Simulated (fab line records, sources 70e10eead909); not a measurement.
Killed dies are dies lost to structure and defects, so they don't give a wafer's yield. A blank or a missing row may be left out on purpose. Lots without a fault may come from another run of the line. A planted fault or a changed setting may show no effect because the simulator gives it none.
Chamber matching | flow nand_harc | NHARC_P_BONDPAD_CMP_19 on cmp-03: 4 sister chambers
The step polishes, t overpolish 30 s, cu recess touch 16 s, target thk 160.81 nm. 18 wafers are shown with their chamber, then 9 later ones without.

WAFERS WITH THEIR CHAMBER
wafer  | chamber | motor_current_A (A) | overpolish_run_s (s) | slurry_flow_ml_min
L075.2 | 3       | 12.3                | 30.002               | 149.1
L075.3 | 0       | 12.0                | 29.992               | 150.6
L075.5 | 2       | 11.7                | 30.015               | 150.0
L079.3 | 1       | 14.2                | 29.981               | 149.6
L079.5 | 1       | 13.5                | 29.998               | 149.7
L079.6 | 2       | 11.6                | 30.015               | 150.7
L080.1 | 2       | 10.8                | 30.006               | 149.6
L080.2 | 0       | 12.2                | 29.989               | 149.8
L080.4 | 3       | 11.6                | 29.988               | 150.0
L082.2 | 2       | 11.2                | 29.998               | 150.4
L082.4 | 0       | 11.6                | 30.006               | 149.8
L082.6 | 1       | 13.2                | 29.999               | 149.9
L084.4 | 1       | 13.7                | 29.993               | 150.3
L084.5 | 0       | 12.0                | 30.003               | 150.2
L084.6 | 1       | 13.5                | 29.994               | 149.3
L085.2 | 1       | 14.5                | 30.004               | 149.5
L085.5 | 3       | 12.4                | 29.996               | 150.3
L085.6 | 0       | 12.5                | 30.009               | 150.1

SIGNATURES (means of the wafers above)
reading            | chamber 0 | chamber 1 | chamber 2 | chamber 3 | scatter within a chamber
motor_current_A    | 12.060    | 13.767    | 11.325    | 12.100    | 0.424
overpolish_run_s   | 29.99980  | 29.99483  | 30.00850  | 29.99533  | 0.00809
slurry_flow_ml_min | 150.100   | 149.717   | 150.175   | 149.800   | 0.424
Rule: a wafer's distance from a chamber is the root of the sum, over the readings, of the square of ((its reading less the chamber's mean) divided by the reading's scatter). The wafer belongs to the nearest chamber; if the next one is less than 2 further off, it can't be placed. The scatter: the root of (the sum of the squares of (reading less its chamber's mean) over the shown wafers, divided by (wafers less chambers)).

WAFERS WITHOUT THEIR CHAMBER
wafer  | motor_current_A (A) | overpolish_run_s (s) | slurry_flow_ml_min
L088.1 | 13.7                | 30.010               | 150.3
L088.4 | 11.4                | 29.988               | 149.6
L088.6 | 12.2                | 29.993               | 150.3
L091.1 | 11.9                | 29.988               | 149.1
L091.3 | 12.5                | 29.989               | 149.8
L091.6 | 14.3                | 30.008               | 150.9
L092.1 | 12.1                | 30.001               | 150.7
L092.4 | 11.8                | 29.996               | 150.3
L092.6 | 13.9                | 30.006               | 150.5

WHICH CHAMBER EACH WENT THROUGH
wafer  | from the rows above          | in truth
L088.1 | can't be placed: 1 or 0      | 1
L088.4 | can't be placed: 3 or 0 or 2 | 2
L088.6 | can't be placed: 0 or 3 or 2 | 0
L091.1 | can't be placed: 3 or 0 or 2 | 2
L091.3 | can't be placed: 3 or 0 or 1 | 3
L091.6 | 1                            | 1
L092.1 | can't be placed: 0 or 3 or 2 | 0
L092.4 | can't be placed: 0 or 3 or 2 | 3
L092.6 | 1                            | 1
Placed correctly: 2 of 9. Can't be placed from these rows: 7 (the true chamber is among the candidates in 7). Placed wrongly: 0.
